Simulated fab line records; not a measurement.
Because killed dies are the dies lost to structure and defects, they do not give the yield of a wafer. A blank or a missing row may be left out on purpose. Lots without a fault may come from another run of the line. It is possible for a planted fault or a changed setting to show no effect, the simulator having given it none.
Matching of chambers || flow n5 finfet || 3 sister chambers for N5_BEOL_M10_DEP_56 on pecvd-01
The step deposits SiCN from 3MS/NH3, target thk 15 nm, time 26.5 s. 3 wafers are shown with their chamber, then 8 later ones without.

## EACH WAFER AND ITS CHAMBER
{"wafer": "L086.3", "chamber": 2, "throttle valve pct (%)": 8.4}
{"wafer": "L087.5", "chamber": 1, "throttle valve pct (%)": 9.4}
{"wafer": "L090.2", "chamber": 0, "throttle valve pct (%)": 9.3}

## WAFERS MISSING THEIR CHAMBER
{"wafer": "L090.3", "throttle valve pct (%)": 9.0}
{"wafer": "L090.5", "throttle valve pct (%)": 9.2}
{"wafer": "L092.2", "throttle valve pct (%)": 8.2}
{"wafer": "L092.4", "throttle valve pct (%)": 9.2}
{"wafer": "L092.5", "throttle valve pct (%)": 8.4}
{"wafer": "L095.1", "throttle valve pct (%)": 8.3}
{"wafer": "L095.4", "throttle valve pct (%)": 8.8}
{"wafer": "L095.6", "throttle valve pct (%)": 9.0}

## THE CHAMBER EACH PASSED THROUGH
{"wafer": "L090.3", "from the rows above": "can't be placed: 0 or 1 or 2", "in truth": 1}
{"wafer": "L090.5", "from the rows above": "can't be placed: 0 or 1", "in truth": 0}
{"wafer": "L092.2", "from the rows above": 2, "in truth": 2}
{"wafer": "L092.4", "from the rows above": "can't be placed: 0 or 1", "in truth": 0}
{"wafer": "L092.5", "from the rows above": 2, "in truth": 2}
{"wafer": "L095.1", "from the rows above": 2, "in truth": 2}
{"wafer": "L095.4", "from the rows above": "can't be placed: 2 or 0 or 1", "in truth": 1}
{"wafer": "L095.6", "from the rows above": "can't be placed: 0 or 1 or 2", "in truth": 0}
3 of 8 placed correctly. From these rows, 5 cannot be placed; in 5 the true chamber is one of the candidates. Placed wrongly: 0.
How it was worked out, from the rows above alone: a wafer's distance from a chamber is the root of the sum, over the readings, of the square of ((its reading less the chamber's mean) divided by the reading's scatter). If the next closest chamber is less than 2 further off than the closest, the wafer can't be placed; otherwise it belongs to the closest. A chamber's mean is the mean of its shown wafers. The scatter (one wafer shown for each chamber): square how far every hidden wafer sits from the nearest shown wafer, average those squares and take the square root.
